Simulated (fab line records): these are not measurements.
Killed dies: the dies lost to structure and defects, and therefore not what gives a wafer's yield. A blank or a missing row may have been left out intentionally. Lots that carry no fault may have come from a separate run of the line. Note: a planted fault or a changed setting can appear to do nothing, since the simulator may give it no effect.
Chamber matching ; flow n5 finfet ; N5_BEOL_M5_ETCH_75 on rie diel-02: 4 sister chambers
The step etches underlayer in N2/H2, target depth 6.5 nm, time 5.2 s. 4 wafers are shown with their chamber, then 12 later ones without.

## WAFERS PAIRED WITH THEIR CHAMBERS
wafer;chamber;drypump motor current A (A)
L082.2;1;6.4
L087.2;0;5.4
L087.3;3;5.7
L087.5;2;6.3

## WAFERS MISSING THEIR CHAMBER
wafer;drypump motor current A (A)
L090.2;6.4
L090.3;6.3
L090.5;6.3
L089.2;5.7
L089.3;6.4
L089.6;6.4
L095.2;5.4
L095.4;5.7
L095.6;5.6
L097.2;5.6
L097.4;6.3
L097.5;6.3

## THE CHAMBER EACH PASSED THROUGH
wafer;from the rows above;in truth
L090.2;1;1
L090.3;2;2
L090.5;2;2
L089.2;3;3
L089.3;1;1
L089.6;1;1
L095.2;0;0
L095.4;3;3
L095.6;3;3
L097.2;3;3
L097.4;2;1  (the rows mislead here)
L097.5;2;2
Correct placement for 11 of the 12. From these rows, 0 cannot be placed. Wrongly placed: 1.
How it was worked out, from the rows above alone: a wafer's distance from a chamber is the root of the sum, over the readings, of the square of ((its reading less the chamber's mean) divided by the reading's scatter). The wafer belongs to the nearest chamber; if the next one is less than 2 further off, it can't be placed. For every chamber, the mean is computed from those of its wafers that are shown. The scatter (one wafer shown for each chamber): square how far every hidden wafer sits from the nearest shown wafer, average those squares and take the square root.
